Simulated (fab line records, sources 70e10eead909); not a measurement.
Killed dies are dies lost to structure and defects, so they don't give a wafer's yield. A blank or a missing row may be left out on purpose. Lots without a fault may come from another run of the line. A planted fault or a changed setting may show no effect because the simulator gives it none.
Chamber matching | flow nand_harc | NHARC_P_CONTACT_CMP_24 on cmp-01: 4 sister chambers
The step polishes, t overpolish 30 s, target thk 200 nm. 8 wafers are shown with their chamber, then 8 later ones without.

WAFERS WITH THEIR CHAMBER
wafer  | chamber | motor_current_A (A) | time_to_endpoint_s (s)
L079.3 | 1       | 12.8                | 37.0
L080.5 | 1       | 13.2                | 38.8
L086.5 | 0       | 12.9                | 39.6
L086.6 | 3       | 11.0                | 37.8
L089.3 | 2       | 12.9                | 37.3
L089.4 | 3       | 11.1                | 32.1
L089.6 | 0       | 13.9                | 38.2
L092.4 | 2       | 12.3                | 40.0

WAFERS WITHOUT THEIR CHAMBER
wafer  | motor_current_A (A) | time_to_endpoint_s (s)
L092.5 | 13.2                | 37.7
L092.6 | 14.1                | 42.6
L094.1 | 13.7                | 40.0
L094.2 | 10.9                | 36.6
L094.3 | 13.9                | 39.8
L097.2 | 13.6                | 39.4
L097.3 | 12.8                | 37.9
L097.5 | 10.8                | 36.2

WHICH CHAMBER EACH WENT THROUGH
wafer  | from the rows above          | in truth
L092.5 | can't be placed: 1 or 0 or 2 | 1
L092.6 | can't be placed: 0 or 1 or 2 | 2
L094.1 | can't be placed: 0 or 1 or 2 | 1
L094.2 | 3                            | 3
L094.3 | can't be placed: 0 or 1 or 2 | 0
L097.2 | can't be placed: 0 or 1 or 2 | 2
L097.3 | can't be placed: 1 or 2 or 0 | 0
L097.5 | 3                            | 3
Placed correctly: 2 of 8. Can't be placed from these rows: 6 (the true chamber is among the candidates in 6). Placed wrongly: 0.
How it was worked out, from the rows above alone: a wafer's distance from a chamber is the root of the sum, over the readings, of the square of ((its reading less the chamber's mean) divided by the reading's scatter). The wafer belongs to the nearest chamber; if the next one is less than 2 further off, it can't be placed. A chamber's mean is the mean of its shown wafers. The scatter: the root of (the sum of the squares of (reading less its chamber's mean) over the shown wafers, divided by (wafers less chambers)).
